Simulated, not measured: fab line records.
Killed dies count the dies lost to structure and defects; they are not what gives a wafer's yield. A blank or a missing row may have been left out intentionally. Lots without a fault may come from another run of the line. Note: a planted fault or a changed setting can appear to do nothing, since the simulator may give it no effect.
Chamber matching	flow nandHarc	NHARC_A_STAIRCASE_DEP_156 on pecvd-01: 3 sister chambers
The step deposits SiNx, target thk 50 nm. 6 wafers are shown with their chamber, then 8 later ones without.

== WAFERS, EACH WITH ITS CHAMBER ==
wafer	chamber	heaterPowerOuterW (W)	heaterPowerW (W)
L078.5	0	444	713
L081.6	0	465	752
L084.2	2	347	620
L084.4	1	502	797
L084.6	2	365	638
L083.3	1	439	715

== WAFERS MISSING THEIR CHAMBER ==
wafer	heaterPowerOuterW (W)	heaterPowerW (W)
L083.4	481	763
L083.6	448	727
L086.1	377	655
L086.3	499	833
L086.5	421	688
L090.1	422	739
L090.3	462	744
L090.6	419	736

== EACH ONE'S CHAMBER ==
wafer	from the rows above	in truth
L083.4	can't be placed: 1 or 0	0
L083.6	can't be placed: 0 or 1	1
L086.1	2	2
L086.3	can't be placed: 1 or 0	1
L086.5	can't be placed: 0 or 1 or 2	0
L090.1	can't be placed: 0 or 1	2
L090.3	can't be placed: 0 or 1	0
L090.6	can't be placed: 0 or 1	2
Correct placement for 1 of the 8. Not placeable from these rows: 7 (in 5, the candidates include the true chamber). Wrongly placed: 0.
How it was worked out, from the rows above alone: a wafer's distance from a chamber is the root of the sum, over the readings, of the square of ((its reading less the chamber's mean) divided by the reading's scatter). If the next closest chamber is less than 2 further off than the closest, the wafer can't be placed; otherwise it belongs to the closest. A chamber's mean is the mean of its shown wafers. How the scatter is found: for the shown wafers, subtract from each reading the mean of its chamber, square and add these, divide the total by (wafers less chambers), then take the root.
